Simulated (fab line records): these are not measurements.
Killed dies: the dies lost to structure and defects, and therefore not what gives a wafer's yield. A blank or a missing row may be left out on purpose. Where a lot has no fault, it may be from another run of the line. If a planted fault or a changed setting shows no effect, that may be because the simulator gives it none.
Struck lot and sound lot, side by side | flow n5-finfet | 25 steps out of a route of 1938
Sound: these wafers, L909.1, L909.2, L909.4. Wafers L917.4, L917.5, L917.6 were the ones struck. At the end, the cause is stated.
Per side, at each step with rows, come the tool, then ch with its chambers, and then its first start. Under that, the readings that differ: sound wafers | struck wafers | difference of the means | sigmas: that difference in standard deviations of wafers without a fault.
alike: words and numbers the same on both sides, and readings whose means are apart by under 2 such deviations; not compared: readings that were withheld, readings missing a value for some wafer, numbers with overlapping values and no deviation given by the record, and bounds like >300 which may hide the same value.
The two part at a step that has a row with sigmas, a row that says differs or no value, or rows on one side only. Non-overlapping numbers with no deviation appear without sigmas and do not part them. Lack of a reading on every wafer of one side parts them only where that side has two or more wafers.

first, 1 step without rows for these wafers: N5_BEOL_M0_SAQP_PECVD_00 (deposits SiCN from 3MS/NH3, target thk 8 nm, time 14 s).
N5_BEOL_M0_SAQP_ILD_DEP_01: deposits SiOC from DEMS/O2, target thk 45.419 nm, time 8.7 s.
  sound on pecvd-01 ch 0,1,2, day 6 08:43; struck on pecvd-03 ch 0,1,2, day 8 09:32
  alike: heater-power-w, showerhead-plenum-p-Torr, throttle-valve-pct
N5_BEOL_M0_SAQP_HM_DEP_02: deposits TiN, target thk 12 nm.
  sound on pvd-sputter-01, day 6 09:02; struck on pvd-sputter-01, day 8 10:11
  alike: chamber-pressure-pa, substrate-temp-c, throttle-valve-pct
N5_BEOL_M0_SAQP_PECVD_03: deposits SiCN from 3MS/NH3, target thk 12 nm, time 21.1 s.
  sound on pecvd-01 ch 0,1,2, day 6 09:10; struck on pecvd-04 ch 0,1,2, day 8 10:19
  reading                | sound        | struck      | difference | sigmas
  throttle-valve-pct (%) | 10.3 9.7 9.5 | 9.0 8.5 9.3 | -0.9       | -2
  alike: showerhead-plenum-p-Torr
then, 3 steps without rows for these wafers: N5_BEOL_M0_SAQP_PECVD_96 (deposits a-Si from SiH4/He, target thk 45 nm, time 45.2 s); N5_BEOL_M0_SAQP_PECVD_97 (deposits SiNx from SiH4/NH3/N2, target thk 23 nm, time 19.9 s); N5_BEOL_M0_SAQP_PECVD_04 (deposits a-Si from SiH4/He, target thk 60 nm, time 60.2 s).
N5_BEOL_M0_SAQP_THK_MEAS_05:
  sound on film-metro-02, day 6 09:22; struck on film-metro-01, day 8 10:31
  alike: thk-nm
N5_BEOL_M0_SAQP_HM_DEP_111: deposits SiO2 from SiH4/N2O, target thk 12 nm, time 7.2 s.
  sound on pecvd-01 ch 1,2, day 6 09:25; struck on pecvd-01 ch 0,1,2, day 8 10:34
  alike: heater-power-w, showerhead-plenum-p-Torr
then, 2 steps without rows for these wafers: N5_BEOL_M0_SAQP_COAT_81 (time 60 s, resist thk 100 nm); N5_BEOL_M0_SAQP_COAT_82 (time 60 s, resist thk 30 nm).
N5_BEOL_M0_SAQP_COAT_08: resist thk 90 nm.
  sound on litho-track-05 ch 0, day 6 09:29; struck on litho-track-04 ch 0, day 8 10:38
  reading                                           | sound                | struck               | difference | sigmas
  spin-speed-rpm (rpm)                              | 1500.7 1500.6 1499.4 | 1546.1 1547.4 1546.0 | +46.3      | +48
  model.CAR-ArF_of_BEOL_M0_SAQP_COAT_08.thk-nm (nm) | 90.2 90.2 90.2       | 88.4 88.2 88.6       | -1.8       |
then, 5 steps without rows for these wafers: N5_BEOL_M0_SAQP_EBR_10; N5_BEOL_M0_SAQP_SOFTBAKE_09 (time 60 s); N5_BEOL_M0_SAQP_EXPOSE_11 (exposes mask M0 CORE, target cd 42 nm); N5_BEOL_M0_SAQP_PEB_12 (peb time 60 s); N5_BEOL_M0_SAQP_DEVELOP_13 (develop time 30 s).
N5_BEOL_M0_SAQP_CD_MEAS_14: target cd 42.5 nm.
  sound on cd-sem-03 ch 0, day 6 09:51; struck on cd-sem-02 ch 0, day 8 10:52
  alike: cd-nm
N5_BEOL_M0_SAQP_OVL_MEAS_15:
  sound on overlay-01 ch 0, day 6 09:53; struck on overlay-01 ch 0, day 8 10:54
  alike: M0_CORE_OVL
N5_BEOL_M0_SAQP_INSPECT_16: inspects for defects (brightfield).
  sound on defect-inspect-01, day 6 09:55; struck on defect-inspect-01, day 8 10:55
  alike: raw-defect-count
N5_BEOL_M0_SAQP_DESCUM_19: chemistry O2, time 7.9 s.
  sound on rie-diel-04 ch 1,2, day 6 09:56; struck on rie-diel-04 ch 0,1, day 8 11:03
  alike: drypump-motor-current-A, oes-product-au, rf-vpp-V, showerhead-plenum-p-Torr, throttle-valve-pct
  not compared: rf-hours-counter-h
N5_BEOL_M0_SAQP_ETCH_83: etches SiARC in CF4, target depth 39 nm, time 65 s.
  sound on rie-diel-04 ch 1,2, day 6 09:59; struck on rie-diel-04 ch 0,1, day 8 11:05
  reading                                           | sound          | struck       | difference | sigmas
  model.CAR-ArF_of_BEOL_M0_SAQP_COAT_08.thk-nm (nm) | 55.8 55.8 55.8 | 54 53.8 54.2 | -2         |
  alike: drypump-motor-current-A, etch-rf-on-time-s, oes-product-au, rf-vpp-V, showerhead-plenum-p-Torr, throttle-valve-pct
  not compared: rf-hours-counter-h
then, 1 step without rows for these wafers: N5_BEOL_M0_SAQP_ETCH_84 (etches SOC in N2/H2, target depth 100 nm, overetch 20 nm, time 150 s).
-- record jumps: 2 days separate the struck wafers' starts on either side; left off in module BEOL_M0_SAQP, taken up again in module BEOL_M4, whose first shown step is the route's number 1111 --
N5_BEOL_M4_RC_MEAS_101:
  sound on prober-02 ch 0, day 8 09:47; struck on prober-01 ch 0, day 10 14:41
  alike: DIBL_N, DIBL_P, IOFF_N, IOFF_P, ION_N, ION_P, SS_N, SS_P, VT_N, VT_P
-- a jump in the record: the struck wafers' starts before and after are 5 days apart (it breaks off in module BEOL_M4 and resumes in module PASSIVATION, where the first step shown is number 1936 of the route) --
N5_PASSIVATION_PROBE_49:
  the record has rows for the struck wafers here (prober-02, day 15 07:49) and none for the sound ones

## WHERE THEY PART
Earliest at N5_BEOL_M0_SAQP_PECVD_03; latest, in this record, at N5_PASSIVATION_PROBE_49.

WHY: whatever the simulator had introduced
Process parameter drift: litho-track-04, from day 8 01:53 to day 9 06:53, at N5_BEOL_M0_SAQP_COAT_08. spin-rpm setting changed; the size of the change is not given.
